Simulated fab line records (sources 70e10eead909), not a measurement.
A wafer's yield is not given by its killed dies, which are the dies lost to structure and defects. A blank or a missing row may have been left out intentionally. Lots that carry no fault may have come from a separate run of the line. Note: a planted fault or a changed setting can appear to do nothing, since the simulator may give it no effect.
A struck lot beside a sound one || flow nand_harc || 43 out of 1159 route steps
Sound: wafers L601.3, L601.4, L601.5. Struck: wafers L598.1, L598.2, L598.5. The cause is given at the end.
For every step that has rows: the tool of each side, followed by ch and its chambers, followed by its first start. Under that, the readings that differ: sound wafers || struck wafers || difference of the means || sigmas: that difference in standard deviations of wafers without a fault.
alike: a reading whose means differ by less than 2 such deviations, as well as words and numbers matching on both sides. not compared: withheld readings; readings where some wafer has no value; bounds like >300 that might hide an equal value; numbers whose values overlap and for which the record gives no deviation.
A row with sigmas, a row that says differs or no value, or rows on one side alone: a step with any of these is where the two part. Non-overlapping numbers with no deviation appear without sigmas and do not part them. A reading missing from all wafers of one side parts the sides only when that side holds two or more wafers.

NHARC_A_CONTACT_ETCH_131: etches the open film in C4F8/O2/Ar, time 155 s, target depth 956 nm.
  sound on har_cap_etch-01 ch 0,1, day 20 07:38; struck on har_cap_etch-03 ch 0,1, day 19 20:32
  not compared: rf_hours_counter_h
then, 1 step without rows for these wafers: NHARC_A_CONTACT_ETCH_132 (etches the open film in C4F8/O2/Ar, time 156 s, target depth 958 nm).
NHARC_A_CONTACT_ETCH_133: etches the open film in C4F8/O2/Ar, time 195 s, target depth 840 nm.
  sound on har_cap_etch-01 ch 0,1, day 20 07:58; struck on har_cap_etch-03 ch 0,1, day 19 20:49
  not compared: rf_hours_counter_h
then, 2 steps without rows for these wafers: NHARC_A_CONTACT_ETCH_91 (etches the open film in CH3F/O2, target depth 40 nm, time 85.7 s); NHARC_A_CONTACT_ETCH_97 (etches the open film in C4F6/O2, target depth 20 nm, time 10 s).
NHARC_A_CONTACT_CD_MEAS_80:
  sound: cd_sem-02 at day 20 08:41; struck: cd_sem-01 at day 19 21:38
  alike: cd_nm
then, 6 steps without rows for these wafers: NHARC_A_CONTACT_STRIP_103 (strips in N2/H2); NHARC_A_CONTACT_STRIP_104 (strips in CF4/CHF3); NHARC_A_CONTACT_STRIP_105 (strips in O2/COS); NHARC_A_CONTACT_ETCH_106 (etches the open film in CF4/O2, target depth 60 nm, overetch 6 nm, time 33 s); NHARC_A_CONTACT_STRIP_82 (strips in O2); NHARC_A_CONTACT_STRIP_83 (strips in post etch residue remover, time 600 s).
NHARC_A_CONTACT_DEP_84: deposits aC, target thk 2000 nm.
  sound on acl_dep-01 ch 0, day 20 10:02; struck on acl_dep-03 ch 0, day 19 22:56
  alike: throttle_valve_pct
then, 11 steps without rows for these wafers: NHARC_A_CONTACT_DEP_85 (deposits SiON, target thk 50 nm); NHARC_A_CONTACT_DEHYDRATE_00 (time 120 s); NHARC_A_CONTACT_HMDS_01 (time 30 s); NHARC_A_CONTACT_COAT_86 (time 75 s); NHARC_A_CONTACT_COAT_87 (time 65 s); NHARC_A_CONTACT_COAT_02 (resist thk 90 nm); NHARC_A_CONTACT_SOFTBAKE_03 (time 55 s); NHARC_A_CONTACT_EBR_04; NHARC_A_CONTACT_EXPOSE_05 (exposes mask A CC); NHARC_A_CONTACT_PEB_06 (peb time 65 s); NHARC_A_CONTACT_DEVELOP_07 (develop time 35 s).
NHARC_A_CONTACT_CD_MEAS_08 targets a cd of 100 nm.
  sound on cd_sem-03 ch 0, day 20 11:37; struck on cd_sem-01 ch 0, day 20 00:55
  alike: cd_nm
NHARC_A_CONTACT_OVL_MEAS_09:
  sound: overlay-01 at day 20 11:43; struck: overlay-02 at day 20 01:00
{"reading": "overlay_x_nm (nm)", "sound": "0.3 1.1 1.0", "struck": "-1.3 -1.4 -1.5", "difference": -2.2, "sigmas": -3}
  alike: overlay_y_nm
NHARC_A_CONTACT_INSPECT_10:
  sound: defect_inspect-01 at day 20 11:45; struck: defect_inspect-01 at day 20 01:02
  alike: raw_defect_count
then, 2 steps without rows for these wafers: NHARC_A_CONTACT_DESCUM_13 (chemistry O2, time 3 s); NHARC_A_CONTACT_ETCH_88 (etches the open film in CF4, target depth 39 nm, time 65 s).
NHARC_A_CONTACT_ETCH_89: etches the open film in N2/H2, target depth 260 nm, time 475.3 s.
  sound on rie_diel-13 ch 1,2,3; struck on rie_diel-11 ch 0,2,3
  alike: drypump_motor_current_A, h2_flow_sccm, oes_product_au, rf_fwd_power_W, rf_vpp_V, showerhead_plenum_p_Torr, throttle_valve_pct
  not compared: rf_hours_counter_h
NHARC_A_CONTACT_ETCH_30: etches the open film in CF4/CHF3, target depth 60.5 nm, time 30.2 s.
  sound on rie_diel-13 ch 0,2; struck on rie_diel-11 ch 0,2
{"reading": "rf_vpp_V (V)", "sound": "368.6 369.4 366.6", "struck": "370.8 375.1 371.2", "difference": "+4.2", "sigmas": "+2"}
  alike: drypump_motor_current_A, oes_product_au, rf_fwd_power_W, showerhead_plenum_p_Torr, throttle_valve_pct
  not compared: rf_hours_counter_h
then, 2 steps without rows for these wafers: NHARC_A_CONTACT_ETCH_31 (etches the open film in O2/COS, target depth 2000 nm, time 520 s); NHARC_A_CONTACT_ETCH_134 (etches the open film in C4F8/O2/Ar, time 140 s, target depth 700 nm).
NHARC_A_CONTACT_ETCH_135: etches the open film in C4F8/O2/Ar, time 132 s, target depth 1287 nm.
  sound on har_cap_etch-01 ch 0,1, day 20 13:19; struck on har_cap_etch-01 ch 0,1, day 20 02:23
  not compared: rf_hours_counter_h
then, 6 steps without rows for these wafers: NHARC_A_CONTACT_ETCH_136 (etches the open film in C4F8/O2/Ar, time 132 s, target depth 1287 nm); NHARC_A_CONTACT_ETCH_137 (etches the open film in C4F8/O2/Ar, time 132 s, target depth 1287 nm); NHARC_A_CONTACT_ETCH_138 (etches the open film in C4F8/O2/Ar, time 132 s, target depth 1289 nm); NHARC_A_CONTACT_ETCH_139 (etches the open film in C4F8/O2/Ar, time 137 s, target depth 590 nm); NHARC_A_CONTACT_ETCH_92 (etches the open film in CH3F/O2, target depth 40 nm, time 85.7 s); NHARC_A_CONTACT_ETCH_98 (etches the open film in C4F6/O2, target depth 20 nm, time 10 s).
NHARC_A_CONTACT_CD_MEAS_15:
  sound: cd_sem-02 at day 20 14:24; struck: cd_sem-02 at day 20 03:35
  alike: cd_nm
then, 1 step without rows for these wafers: NHARC_A_CONTACT_STRIP_107 (strips in N2/H2).
-- the record jumps here: 5 days lie between the struck wafers' starts before and after (it left off in module A_CONTACT and takes up again in module END, whose first step shown is number 1159 of the route) --
NHARC_END_SORT_01:
  here the record holds rows for the struck wafers (prober-02 ch 0, day 25 03:01) but none for the sound ones

## WHERE THEY PART
Earliest at NHARC_A_CONTACT_OVL_MEAS_09; latest, in this record, at NHARC_END_SORT_01.

WHY: the cause the simulator had injected
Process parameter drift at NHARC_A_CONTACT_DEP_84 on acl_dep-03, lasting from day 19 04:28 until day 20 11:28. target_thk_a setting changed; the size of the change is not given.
